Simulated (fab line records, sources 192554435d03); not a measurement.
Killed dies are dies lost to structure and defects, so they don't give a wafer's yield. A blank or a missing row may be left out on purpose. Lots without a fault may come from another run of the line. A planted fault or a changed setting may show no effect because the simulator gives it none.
One fault seen from 3 desks | flow n5_finfet | each desk has only its own numbers; what lay behind them comes last

THE DEFECT DESK
What the inspections along the route counted, lot by lot: means of the sampled wafers that have a number. A lot is out of limits, marked OUT, if its mean lies more than 4 standard deviations from the usual mean; the brackets give that distance.
Columns: A = raw_defect_count at N5_BEOL_M2_INSPECT_30, usual 422
lot  | first seen here | A
L328 | day 7 01:58     | 400
L333 | day 8 04:03     | 288
L341 | day 10 03:50    | 395
L340 | day 10 07:56    | 467
L343 | day 11 00:25    | 437
L344 | day 11 00:47    | 461
This desk's finding: nothing out of limits on any of the 6 lots.

THE TOOL OWNER'S DESK: rie_diel-04
The tool's own readings at N5_BEOL_M2_DESCUM_33 (chemistry O2, time 7 s): means of the sampled wafers that have a number, for each lot that ran on this tool. A lot is out of limits, marked OUT, if its mean lies more than 4 standard deviations from the usual mean; the brackets give that distance.
Columns: A = drypump_motor_current_A at N5_BEOL_M2_DESCUM_33, usual 5.5 A; B = oes_product_au at N5_BEOL_M2_DESCUM_33, usual 0.83 a.u.; C = rf_vpp_V at N5_BEOL_M2_DESCUM_33, usual 243.3 V; D = showerhead_plenum_p_Torr at N5_BEOL_M2_DESCUM_33, usual 2.09 Torr; E = throttle_valve_pct at N5_BEOL_M2_DESCUM_33, usual 20.31 %
lot  | first seen here | A   | B    | C     | D    | E
L341 | day 10 03:52    | 5.9 | 0.93 | 244.7 | 2.16 | 20.10
L340 | day 10 07:58    | 5.4 | 0.89 | 243.8 | 2.14 | 19.98
L344 | day 11 00:51    | 5.8 | 0.93 | 244.4 | 2.15 | 20.21
This desk's finding: nothing out of limits on any of the 3 lots.

THE METROLOGY DESK
What the gauges read, lot by lot, whatever tool the lot ran on: means of the sampled wafers that have a number. A lot is out of limits, marked OUT, if its mean lies more than 4 standard deviations from the usual mean; the brackets give that distance. Of its 12 readings 7 are shown: those that lie furthest out on some lot.
Columns: A = V1_OVL at N5_BEOL_M2_OVL_MEAS_29, usual -0.2 nm; B = DIBL_P at N5_BEOL_M4_RC_MEAS_101, usual 36.3 mV/V; C = IOFF_N at N5_BEOL_M4_RC_MEAS_101, usual 0.15 nA/um; D = ION_P at N5_BEOL_M4_RC_MEAS_101, usual 463 uA/um; E = SS_N at N5_BEOL_M4_RC_MEAS_101, usual 71.5 mV/dec; F = SS_P at N5_BEOL_M4_RC_MEAS_101, usual 73.2 mV/dec; G = VT_N at N5_BEOL_M4_RC_MEAS_101, usual 251 mV
lot  | first seen here | A    | B    | C    | D   | E    | F    | G
L328 | day 7 01:53     | -0.1 | 39.1 | 0.19 | 459 | 72.0 | 73.8 | 248
L333 | day 8 03:58     | -0.5 | 36.3 | 0.14 | 453 | 71.3 | 73.3 | 253
L341 | day 10 03:44    | 0.2  | 36.3 | 0.16 | 465 | 71.4 | 72.8 | 250
L340 | day 10 07:50    | 0.3  | 36.3 | 0.16 | 468 | 70.4 | 73.7 | 249
L343 | day 11 00:20    | -1.2 | 36.0 | 0.15 | 466 | 72.1 | 73.8 | 250
L344 | day 11 00:42    | 0.1  | 34.9 | 0.13 | 466 | 71.3 | 72.5 | 253
This desk's finding: nothing out of limits on any of the 6 lots.

PUT TOGETHER
The defect desk saw nothing out of limits.
The tool owner's desk saw nothing out of limits.
The metrology desk saw nothing out of limits.

WHAT THE SIMULATOR HAD PUT IN
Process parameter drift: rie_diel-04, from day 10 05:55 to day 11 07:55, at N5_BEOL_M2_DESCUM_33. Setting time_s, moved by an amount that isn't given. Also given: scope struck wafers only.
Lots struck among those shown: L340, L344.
